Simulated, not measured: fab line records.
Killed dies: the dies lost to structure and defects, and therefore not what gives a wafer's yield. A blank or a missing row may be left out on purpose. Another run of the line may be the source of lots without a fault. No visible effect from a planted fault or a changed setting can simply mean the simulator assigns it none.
Chamber matching || flow n5_finfet || N5_BEOL_M5_ETCH_75 on rie_diel-02 has 4 sister chambers
The step etches underlayer in N2/H2, target depth 6.5 nm, time 5.2 s. 7 wafers are shown with their chamber, then 8 later ones without.

WAFERS PAIRED WITH THEIR CHAMBERS
{"wafer": "L074.4", "chamber": 0, "showerhead_plenum_p_Torr (Torr)": 2.60, "throttle_valve_pct (%)": 17.91}
{"wafer": "L083.5", "chamber": 2, "showerhead_plenum_p_Torr (Torr)": 2.54, "throttle_valve_pct (%)": 18.23}
{"wafer": "L085.4", "chamber": 1, "showerhead_plenum_p_Torr (Torr)": 2.53, "throttle_valve_pct (%)": 17.65}
{"wafer": "L091.3", "chamber": 1, "showerhead_plenum_p_Torr (Torr)": 2.53, "throttle_valve_pct (%)": 17.68}
{"wafer": "L091.4", "chamber": 3, "showerhead_plenum_p_Torr (Torr)": 2.71, "throttle_valve_pct (%)": 17.54}
{"wafer": "L091.5", "chamber": 2, "showerhead_plenum_p_Torr (Torr)": 2.53, "throttle_valve_pct (%)": 18.26}
{"wafer": "L092.1", "chamber": 3, "showerhead_plenum_p_Torr (Torr)": 2.71, "throttle_valve_pct (%)": 17.55}

WAFERS WHOSE CHAMBER IS MISSING
{"wafer": "L092.2", "showerhead_plenum_p_Torr (Torr)": 2.53, "throttle_valve_pct (%)": 17.64}
{"wafer": "L092.5", "showerhead_plenum_p_Torr (Torr)": 2.53, "throttle_valve_pct (%)": 18.23}
{"wafer": "L095.1", "showerhead_plenum_p_Torr (Torr)": 2.52, "throttle_valve_pct (%)": 17.67}
{"wafer": "L095.4", "showerhead_plenum_p_Torr (Torr)": 2.70, "throttle_valve_pct (%)": 17.56}
{"wafer": "L095.6", "showerhead_plenum_p_Torr (Torr)": 2.53, "throttle_valve_pct (%)": 18.26}
{"wafer": "L097.1", "showerhead_plenum_p_Torr (Torr)": 2.70, "throttle_valve_pct (%)": 17.55}
{"wafer": "L097.2", "showerhead_plenum_p_Torr (Torr)": 2.53, "throttle_valve_pct (%)": 18.28}
{"wafer": "L097.5", "showerhead_plenum_p_Torr (Torr)": 2.70, "throttle_valve_pct (%)": 17.57}

EACH ONE'S CHAMBER
{"wafer": "L092.2", "from the rows above": 1, "in truth": 1}
{"wafer": "L092.5", "from the rows above": 2, "in truth": 2}
{"wafer": "L095.1", "from the rows above": 1, "in truth": 1}
{"wafer": "L095.4", "from the rows above": 3, "in truth": 3}
{"wafer": "L095.6", "from the rows above": 2, "in truth": 2}
{"wafer": "L097.1", "from the rows above": 3, "in truth": 3}
{"wafer": "L097.2", "from the rows above": 2, "in truth": 2}
{"wafer": "L097.5", "from the rows above": 3, "in truth": 3}
8 of 8 placed correctly. From these rows, 0 cannot be placed. 0 placed wrongly.
How it was worked out, from the rows above alone: a wafer's distance from a chamber is the root of the sum, over the readings, of the square of ((its reading less the chamber's mean) divided by the reading's scatter). If the next closest chamber is less than 2 further off than the closest, the wafer can't be placed; otherwise it belongs to the closest. For every chamber, the mean is computed from those of its wafers that are shown. The scatter: take each reading less its chamber's mean, square it, sum over the shown wafers, divide by the number of wafers less the number of chambers, and take the root.
